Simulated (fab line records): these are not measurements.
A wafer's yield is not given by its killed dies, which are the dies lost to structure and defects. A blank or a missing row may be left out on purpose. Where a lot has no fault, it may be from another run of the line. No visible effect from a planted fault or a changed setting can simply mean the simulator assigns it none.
Chamber matching -- flow nand-harc -- NHARC_A_CHANNEL_FILL_D1_CMP_10 on cmp-03: 4 sister chambers
The step polishes, target thk 150 nm. 7 wafers are shown with their chamber, then 7 later ones without.

WAFERS, EACH WITH ITS CHAMBER
wafer,chamber,motor-current-A (A),time-to-endpoint-s (s)
L112.4,1,12.6,10.8
L113.4,3,11.9,17.7
L122.1,0,11.9,16.3
L122.3,2,14.1,17.0
L122.4,3,12.7,18.7
L130.1,2,14.1,16.0
L130.3,0,11.8,15.2

WAFERS MISSING THEIR CHAMBER
wafer,motor-current-A (A),time-to-endpoint-s (s)
L130.4,13.0,16.3
L132.2,12.1,13.1
L132.4,13.8,17.2
L132.6,11.8,13.5
L133.1,12.0,13.2
L133.3,12.4,12.6
L133.5,11.6,12.1

THE CHAMBER EACH PASSED THROUGH
wafer,from the rows above,in truth
L130.4,can't be placed: 2 or 3 or 0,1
L132.2,can't be placed: 1 or 0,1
L132.4,2,2
L132.6,can't be placed: 0 or 1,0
L133.1,can't be placed: 0 or 1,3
L133.3,1,1
L133.5,can't be placed: 1 or 0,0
Correctly placed: 2 of 7. Can't be placed from these rows: 5 (the true chamber is among the candidates in 3). Wrongly placed: 0.
How it was worked out, from the rows above alone: a wafer's distance from a chamber is the root of the sum, over the readings, of the square of ((its reading less the chamber's mean) divided by the reading's scatter). The wafer belongs to the nearest chamber; if the next one is less than 2 further off, it can't be placed. Each chamber's mean is taken over the wafers shown for it. The scatter: the root of (the sum of the squares of (reading less its chamber's mean) over the shown wafers, divided by (wafers less chambers)).
